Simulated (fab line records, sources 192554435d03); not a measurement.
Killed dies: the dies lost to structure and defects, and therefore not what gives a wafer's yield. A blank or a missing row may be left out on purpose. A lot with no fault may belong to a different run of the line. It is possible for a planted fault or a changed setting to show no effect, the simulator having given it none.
fab line records	flow n5Finfet
record: lots: 12	wafers: 31	lastDay: 18
route steps=1938 shown BEOL_M6@1241 BEOL_M7@1263
lots that met no fault: taken from a fault-free run of the same line
startH: start of the lot's first displayed wafer, in hours after the record's first day	waitH: hours elapsed since this lot's preceding step	" unchanged from the row above	L1.1+2: several wafers, shown together as one row	- no value, or no start given	* or withheld: withheld	< > ~ a bound
route shown NAME@n: NAME is a module with steps in the file, n the number in the route of the first one	usual: mean/standard deviation of fault-free wafers	same: alike in all rows	chamber/n: place in a boat	sites: the reading at each site	_std_site: the standard deviation of these	_edge_site: inner sites' mean taken away from outer sites' mean	radiusMm: for every site, how far away it sits from the centre of the wafer	mask NAME#n: copy n	behind: tool/chamber where the wafer was last shaped	hold: the reason the lot was held/the length of the hold in hours/how it ended	device: transistor that didn't switch, given as n, p or np	end of line: tests run on the same wafers once the route is complete	for a step that has no rows: nothing shown but its recipe	killed: the dies lost at the first sort to structure and to defects; this is not the yield of the wafer	map: shows each die of a wafer: x if killed, . if not, _ if none is there
set.NAME: the setting as run; set.NAME@STEP: as run at that earlier step	model.NAME: the simulator's own value behind a step, which no gauge read
one table for each step of the route and one row for each wafer, over a sample of lots
services: the hour from which a tool's chamber was out of use, counted from the record's first day as startH (under 0 if before that day), plus the number of hours and why
== steps ==
step: N5_BEOL_M6_STRIP_80
recipe: chemistry: N2/H2	timeS: 10	powerW: 450	tempC: 40	pressureMtorr: 20	rfFrequencyHz: 6e+07	biasPowerW: 7	n2FlowSccm: 200	h2FlowSccm: 200
usual: drypumpMotorCurrentA: 5.6/0.59	oesProductAu: 0.80/0.099	rfVppV: 59.1/0.9	showerheadPlenumPTorr: 2.52/0.089	throttleValvePct: 23.6/0.34
same: timeS: 10
lot.wafer	tool	chamber	startH	waitH	drypumpMotorCurrentA	oesProductAu	rfHoursCounterH	rfVppV	showerheadPlenumPTorr	throttleValvePct
L329.2	rieDiel-05	1	-	-	5.7	0.71	240	58.7	2.49	23.6
L329.4	"	3	"	"	6.1	0.71	200	59.6	2.62	23.9
L329.6	"	1	"	"	5.9	0.71	-	59.6	2.49	23.6
L331.3	rieDiel-06	3	-	-	5.5	0.68	233	57.9	2.42	24.3
L331.5	"	1	"	"	4.8	0.76	-	57.6	2.43	23.8
L331.6	"	0	"	"	5.6	0.75	-	60.3	2.52	23.5
L332.2	rieDiel-05	0	-	-	6.1	0.87	54	58.9	2.47	23.4
L332.4	"	1	"	"	5.8	0.70	-	59.8	2.49	23.7
L332.5	"	0	"	"	6.1	0.87	-	59.5	2.47	23.4
L337.4	rieDiel-06	1	-	-	4.9	0.74	-	60.0	2.43	23.8
L337.5	"	2	"	"	6.6	0.98	-	59.3	2.71	23.5
L337.6	"	3	"	"	5.5	0.67	-	59.3	2.42	24.3
L338.4	rieDiel-01	1	-	-	5.1	0.71	191	59.9	2.52	23.7
L338.5	"	1	"	"	5.1	0.71	-	59.9	2.52	23.7
L338.6	"	0	"	"	4.9	0.78	-	58.9	2.44	23.8
L342.1	rieDiel-06	1	-	-	4.9	0.74	191	58.6	2.42	23.9
L342.3	"	2	"	"	6.6	0.96	21	61.4	2.71	23.5
L342.6	"	1	"	"	4.9	0.74	-	59.5	2.42	23.9
L345.5	rieDiel-01	3	-	-	5.2	0.89	-	58.1	2.50	23.7
L346.3	rieDiel-05	2	-	-	5.5	0.91	29	61.0	2.60	23.6
L346.5	"	1	"	"	5.8	0.94	-	58.8	2.48	23.3
L346.6	"	0	"	"	6.1	0.83	-	57.9	2.46	23.4
L348.2	rieDiel-01	3	-	-	5.3	0.90	36	58.5	2.50	23.7
L349.1	rieDiel-01	2	-	-	6.4	0.79	113	59.1	2.54	23.0
L349.6	"	1	"	"	5.1	0.71	-	58.8	2.52	23.7
L350.1	rieDiel-01	1	-	-	5.1	0.69	217	58.0	2.51	23.7
L350.4	"	3	"	"	5.2	0.86	49	58.7	2.49	23.7
L350.5	"	3	"	"	5.3	0.87	-	58.7	2.49	23.7
L351.1	rieDiel-01	0	-	-	4.9	0.75	166	57.7	2.43	23.8
L351.2	"	1	"	"	5.1	0.69	217	58.0	2.51	23.7
L351.5	"	1	"	"	5.1	0.69	-	59.0	2.51	23.7
step: N5_BEOL_M6_RS_MEAS_57
recipe: thkMeasGauge: four-point-probe	reads: Cu_of_BEOL_M6_ECD_50+Co_of_BEOL_M6_CVD_78+TaN_of_BEOL_M6_ALD_77
usual: M6_RS: 0.285/0.0065
lot.wafer	tool	chamber	startH	waitH	M6_RS[ohm/sq]
L329.2	filmMetro-01	-	182.84	0.1	0.293
L329.4	"	-	"	"	0.288
L329.6	"	-	"	"	0.288
L331.3	filmMetro-01	-	215.18	0.1	0.291
L331.5	"	-	"	"	0.282
L331.6	"	-	"	"	0.275
L332.2	filmMetro-02	-	215.99	0.1	0.281
L332.4	"	-	"	"	0.291
L332.5	"	-	"	"	0.278
L337.4	filmMetro-02	-	244.21	0.0	0.285
L337.5	"	-	"	"	0.284
L337.6	"	-	"	"	0.284
L338.4	filmMetro-02	-	263.24	0.0	0.285
L338.5	"	-	"	"	0.288
L338.6	"	-	"	"	0.289
L342.1	filmMetro-01	-	270.23	0.1	0.282
L342.3	"	-	"	"	0.278
L342.6	"	-	"	"	0.287
L345.5	filmMetro-02	-	297.65	0.0	0.291
L346.3	filmMetro-02	-	302.20	0.1	0.271
L346.5	"	-	"	"	0.286
L346.6	"	-	"	"	0.289
L348.2	filmMetro-01	-	306.35	0.1	0.285
L349.1	filmMetro-02	-	310.89	0.1	0.268
L349.6	"	-	"	"	0.271
L350.1	filmMetro-02	-	347.56	0.1	0.289
L350.4	"	-	"	"	0.280
L350.5	"	-	"	"	0.283
L351.1	filmMetro-01	-	348.84	0.1	0.288
L351.2	"	-	"	"	0.289
L351.5	"	-	"	"	0.283
step: N5_BEOL_M6_INSPECT_58
recipe: inspectInstrument: darkfield	mode: postDep
usual: rawDefectCount: 67/21
lot.wafer	tool	chamber	startH	waitH	rawDefectCount
L329.2	defectInspect-02	-	182.87	0.0	38
L329.4	"	-	"	"	50
L329.6	"	-	"	"	34
L331.3	defectInspect-02	-	215.21	0.0	58
L331.5	"	-	"	"	71
L331.6	"	-	"	"	66
L332.2	defectInspect-01	-	216.02	0.0	76
L332.4	"	-	"	"	59
L332.5	"	-	"	"	64
L337.4	defectInspect-01	-	244.23	0.0	73
L337.5	"	-	"	"	62
L337.6	"	-	"	"	56
L338.4	defectInspect-02	-	263.26	0.0	38
L338.5	"	-	"	"	81
L338.6	"	-	"	"	45
L342.1	defectInspect-01	-	270.25	0.0	66
L342.3	"	-	"	"	56
L342.6	"	-	"	"	38
L345.5	defectInspect-02	-	297.68	0.0	60
L346.3	defectInspect-01	-	302.22	0.0	45
L346.5	"	-	"	"	48
L346.6	"	-	"	"	82
L348.2	defectInspect-01	-	306.38	0.0	51
L349.1	defectInspect-01	-	310.92	0.0	86
L349.6	"	-	"	"	73
L350.1	defectInspect-01	-	347.59	0.0	40
L350.4	"	-	"	"	58
L350.5	"	-	"	"	39
L351.1	defectInspect-02	-	348.86	0.0	91
L351.2	"	-	"	"	80
L351.5	"	-	"	"	49
step: N5_BEOL_M7_ILD_DEP_00
recipe: material: SiCOH_lowk	targetThkA: 1797.5	tempC: 300	precursor: DEMS/porogen	pressureTorr: 5	rfW: 500	timeS: 33.4
usual: heaterPowerW: 335/59	showerheadPlenumPTorr: 5.735/0.011	susceptorTempC: 300.00/0.2	throttleValvePct: 14.2/0.86
same: timeS: 33.4
lot.wafer	tool	chamber	startH	waitH	heaterPowerW	showerheadPlenumPTorr	susceptorTempC	throttleValvePct
L329.2	pecvd-03	2	182.91	0.0	257	5.738	299.92	13.7
L329.4	"	0	"	"	246	5.727	300.05	14.4
L329.6	"	2	"	"	268	5.730	299.73	13.6
L331.3	pecvd-01	1	215.24	0.0	413	5.735	300.11	12.6
L331.5	"	1	"	"	427	5.724	300.16	12.4
L331.6	"	2	"	"	298	5.713	299.80	13.2
L332.2	pecvd-03	0	216.05	0.0	249	5.741	299.99	14.1
L332.4	"	1	"	"	402	5.753	300.19	15.2
L332.5	"	0	"	"	251	5.738	300.00	14.2
L337.4	pecvd-03	2	244.29	0.1	305	5.723	300.08	13.6
L337.5	"	2	"	"	309	5.716	300.07	13.7
L337.6	"	0	"	"	278	5.736	300.10	14.2
L338.4	pecvd-03	0	263.32	0.1	247	5.746	300.00	14.3
L338.5	"	0	"	"	250	5.740	299.83	14.5
L338.6	"	2	"	"	258	5.737	300.30	13.6
L342.1	pecvd-01	0	270.29	0.0	284	5.734	299.89	14.9
L342.3	"	2	"	"	270	5.718	299.96	12.9
L342.6	"	2	"	"	271	5.714	300.17	13.0
L345.5	pecvd-03	0	297.73	0.1	265	5.729	310.45	14.3
L346.3	pecvd-03	1	302.26	0.0	335	5.730	299.85	15.3
L346.5	"	0	"	"	298	5.751	310.82	14.2
L346.6	"	1	"	"	332	5.743	300.20	15.0
L348.2	pecvd-03	0	306.41	0.0	331	5.721	310.38	14.4
L349.1	pecvd-03	2	310.95	0.0	308	5.720	299.80	13.9
L349.6	"	1	"	"	416	5.736	300.25	15.4
L350.1	pecvd-04	0	347.63	0.0	417	5.735	299.98	14.4
L350.4	"	1	"	"	421	5.741	299.73	15.4
L350.5	"	1	"	"	426	5.751	299.72	15.4
L351.1	pecvd-04	1	348.90	0.0	403	5.748	300.14	15.4
L351.2	"	0	"	"	367	5.739	300.19	14.4
L351.5	"	0	"	"	370	5.732	300.04	14.6
step: N5_BEOL_M7_THK_MEAS_01
recipe: reads: SiCOH_lowk_of_BEOL_M7_ILD_DEP_00
usual: M7_ILD_THK: 155.0/1.8
lot.wafer	tool	chamber	startH	waitH	M7_ILD_THK[nm]
L329.2	filmMetro-02	-	183.48	0.4	152.2
L329.4	"	-	"	"	156.8
L329.6	"	-	"	"	157.2
L331.3	filmMetro-01	-	216.30	0.5	152.7
L331.5	"	-	"	"	153.9
L331.6	"	-	"	"	155.3
L332.2	filmMetro-01	-	217.05	0.4	154.5
L332.4	"	-	"	"	155.6
L332.5	"	-	"	"	158.0
L337.4	filmMetro-01	-	245.08	0.2	155.7
L337.5	"	-	"	"	155.8
L337.6	"	-	"	"	157.3
L338.4	filmMetro-01	-	263.90	0.2	159.2
L338.5	"	-	"	"	158.1
L338.6	"	-	"	"	154.9
L342.1	filmMetro-01	-	270.91	0.4	153.1
L342.3	"	-	"	"	156.2
L342.6	"	-	"	"	158.4
L345.5	filmMetro-02	-	298.42	0.1	150.2
L346.3	filmMetro-02	-	302.84	0.3	151.9
L346.5	"	-	"	"	145.9
L346.6	"	-	"	"	154.9
L348.2	filmMetro-01	-	306.99	0.4	144.0
L349.1	filmMetro-01	-	311.53	0.4	153.0
L349.6	"	-	"	"	157.0
L350.1	filmMetro-02	-	348.23	0.4	151.7
L350.4	"	-	"	"	155.7
L350.5	"	-	"	"	154.6
L351.1	filmMetro-01	-	349.49	0.4	152.0
L351.2	"	-	"	"	154.9
L351.5	"	-	"	"	156.2
== services ==
tool	chamber	startH	hours	kind
rieDiel-05	0	156.43	8.6	repair
pecvd-01	0	160.15	4.4	repair
rieDiel-01	1	164.18	2.6	repair
pecvd-03	2	170.54	5.2	repair
rieDiel-01	3	181.79	-	clean
rieDiel-01	3	181.79	-	consumableReplace:focusRing
rieDiel-01	3	181.79	19.2	scheduledDown
rieDiel-01	3	181.79	19.2	ventCycle
rieDiel-06	2	186.97	-	clean
rieDiel-06	2	186.97	-	consumableReplace:focusRing
rieDiel-06	2	186.97	-	consumableReplace:showerhead
rieDiel-06	2	186.97	13.7	scheduledDown
rieDiel-06	2	186.97	13.7	ventCycle
pecvd-01	-	190.93	2.6	repair
rieDiel-05	2	197.50	-	clean
rieDiel-05	2	197.50	-	consumableReplace:focusRing
rieDiel-05	-	220.37	0.1	repair
pecvd-03	1	241.93	22.3	repair
rieDiel-05	-	242.12	2.8	pm
rieDiel-05	0	249.32	13.7	repair
rieDiel-01	1	266.36	5.0	repair
pecvd-03	2	280.60	5.5	scheduledDown
pecvd-01	-	293.53	14.6	pm
rieDiel-06	-	323.83	2.8	pm
== key ==
firstSign: step: N5_BEOL_M7_ILD_DEP_00	reading: susceptorTempC	direction: up	sigmas: 52	usual: *	struck: *
effect: step: N5_BEOL_M7_THK_MEAS_01	reading: M7_ILD_THK	direction: down	sigmas: 4.5	usual: 155.0	struck: 146.7
metAt N5_BEOL_M7_ILD_DEP_00
struckLots L345,L346,L348
struckWafers L345.5,L346.5,L348.2
rowsEnd L345.5,L348.2
notActingAt N5_BEOL_M6_STRIP_80,N5_BEOL_M6_RS_MEAS_57,N5_BEOL_M6_INSPECT_58
onsetBetween 263.32 297.73
fault: kind: processParameterDrift	tool: pecvd-03	chamber: 0	onsetH: 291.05	steps: N5_BEOL_M7_ILD_DEP_00	channel: tempC	offset: *	shape: step	actsIn: *	stated: *
rowsEnd: these wafers met a further fault down the route, and their rows from its step on are left out
